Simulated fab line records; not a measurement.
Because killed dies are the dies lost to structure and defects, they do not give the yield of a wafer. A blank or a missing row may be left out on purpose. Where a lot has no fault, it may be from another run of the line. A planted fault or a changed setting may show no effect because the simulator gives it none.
Chamber matching / flow nand-harc / rie-diel-02 running NHARC_A_STAIRCASE_ETCH_444: 4 sister chambers
The step etches the open film in C4F8/O2, target depth 10200 nm, time 3400 s. 8 wafers are shown with their chamber, then 7 later ones without.

WAFERS PAIRED WITH THEIR CHAMBERS
wafer=L083.6; chamber=1; rf-vpp-V (V)=815; oes-product-au (a.u.)=0.989
wafer=L085.1; chamber=0; rf-vpp-V (V)=804; oes-product-au (a.u.)=0.924
wafer=L085.4; chamber=2; rf-vpp-V (V)=803; oes-product-au (a.u.)=0.932
wafer=L087.1; chamber=3; rf-vpp-V (V)=816; oes-product-au (a.u.)=0.922
wafer=L087.2; chamber=1; rf-vpp-V (V)=816; oes-product-au (a.u.)=0.923
wafer=L087.4; chamber=2; rf-vpp-V (V)=804; oes-product-au (a.u.)=0.930
wafer=L089.1; chamber=3; rf-vpp-V (V)=814; oes-product-au (a.u.)=0.925
wafer=L089.2; chamber=0; rf-vpp-V (V)=802; oes-product-au (a.u.)=0.933

WAFERS WITH NO CHAMBER GIVEN
wafer=L089.5; rf-vpp-V (V)=815; oes-product-au (a.u.)=0.925
wafer=L095.3; rf-vpp-V (V)=802; oes-product-au (a.u.)=0.928
wafer=L095.5; rf-vpp-V (V)=814; oes-product-au (a.u.)=0.926
wafer=L095.6; rf-vpp-V (V)=804; oes-product-au (a.u.)=0.921
wafer=L097.1; rf-vpp-V (V)=816; oes-product-au (a.u.)=0.942
wafer=L097.2; rf-vpp-V (V)=815; oes-product-au (a.u.)=0.913
wafer=L097.4; rf-vpp-V (V)=805; oes-product-au (a.u.)=0.939

WHICH CHAMBER EACH WENT THROUGH
wafer=L089.5; from the rows above=can't be placed: 3 or 1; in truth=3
wafer=L095.3; from the rows above=can't be placed: 0 or 2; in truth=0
wafer=L095.5; from the rows above=can't be placed: 3 or 1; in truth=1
wafer=L095.6; from the rows above=can't be placed: 2 or 0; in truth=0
wafer=L097.1; from the rows above=can't be placed: 1 or 3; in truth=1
wafer=L097.2; from the rows above=can't be placed: 3 or 1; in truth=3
wafer=L097.4; from the rows above=can't be placed: 2 or 0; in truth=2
Placed correctly: 0 of 7. These rows do not allow placing 7 (true chamber among the candidates in 7). Wrongly placed: 0.
How it was worked out, from the rows above alone: a wafer's distance from a chamber is the root of the sum, over the readings, of the square of ((its reading less the chamber's mean) divided by the reading's scatter). If the next closest chamber is less than 2 further off than the closest, the wafer can't be placed; otherwise it belongs to the closest. For every chamber, the mean is computed from those of its wafers that are shown. The scatter is the square root of a quotient: the sum, over the shown wafers, of each reading's squared deviation from its chamber's mean, divided by wafers minus chambers.
